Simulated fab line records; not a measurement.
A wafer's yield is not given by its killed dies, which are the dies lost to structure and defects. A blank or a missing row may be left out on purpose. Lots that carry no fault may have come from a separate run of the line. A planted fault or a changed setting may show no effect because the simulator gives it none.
2 desks looking at one fault    flow nandHarc    every desk sees just its own numbers, and what lay behind them comes last

## AT THE TOOL OWNER'S DESK: pecvdOnon-03
The tool's own readings at NHARC_A_ONON_D2_DEP_00 (target thk 1000 nm): means of the sampled wafers that have a number, for each lot that ran on this tool. Any lot whose mean is over 4 standard deviations away from the usual mean is out of limits and marked OUT; that distance is given in the brackets.
Columns: A = sih4FlowSccm at NHARC_A_ONON_D2_DEP_00, usual 210.1 sccm
lot   first seen here  A
L229  day 13 01:28     210.3
L231  day 13 07:18     209.0
L233  day 14 08:37     210.0
L235  day 15 02:56     210.3
L238  day 16 14:38     209.1
L240  day 17 01:56     210.1
L242  day 17 16:44     210.6
L250  day 21 16:59     210.0
L251  day 21 22:52     209.7
This desk's finding: nothing out of limits on any of the 9 lots.

## METROLOGY DESK
What the gauges read, lot by lot, whatever tool the lot ran on: means of the sampled wafers that have a number. Any lot whose mean is over 4 standard deviations away from the usual mean is out of limits and marked OUT; that distance is given in the brackets.
Columns: A = thkNm at NHARC_A_ONON_D2_THK_MEAS_02, usual 1001 nm
lot   first seen here  A
L229  day 13 01:58     997
L230  day 13 01:59     1011
L232  day 13 07:48     1010
L231  day 13 07:49     989
L233  day 14 09:00     1004
L235  day 15 03:17     1012
L238  day 16 15:05     1038 (+4.8) OUT
L240  day 17 02:20     1038 (+4.9) OUT
L242  day 17 17:01     1040 (+5.1) OUT
L245  day 19 16:01     994
L247  day 19 20:43     1014
L248  day 20 14:32     989
L250  day 21 17:22     1008
L252  day 21 17:31     995
L251  day 21 23:22     1003
Finding of this desk: L238, L240, L242 out of limits; the first was L238 at day 16 15:05, on thkNm at NHARC_A_ONON_D2_THK_MEAS_02. Within limits: L229, L230, L232, L231, L233, L235, L245, L247, L248, L250, L252, L251.

## PUT TOGETHER
Metrology desk: alarm possible at day 16 15:05 on L238, L240, L242.
Nothing out of limits was seen by the tool owner's desk.
On record at the tool owner's desk: L238, L240, L242, within its limits.
Every lot named ran NHARC_A_ONON_D2_DEP_00 on pecvdOnon-03.

## WHAT THE SIMULATOR HAD INSERTED
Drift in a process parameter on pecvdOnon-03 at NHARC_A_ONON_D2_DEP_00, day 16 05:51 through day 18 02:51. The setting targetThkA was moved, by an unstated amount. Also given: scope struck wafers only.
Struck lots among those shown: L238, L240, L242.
Hours from the fault's start to each desk's first reading out of limits: the metrology desk, 9.
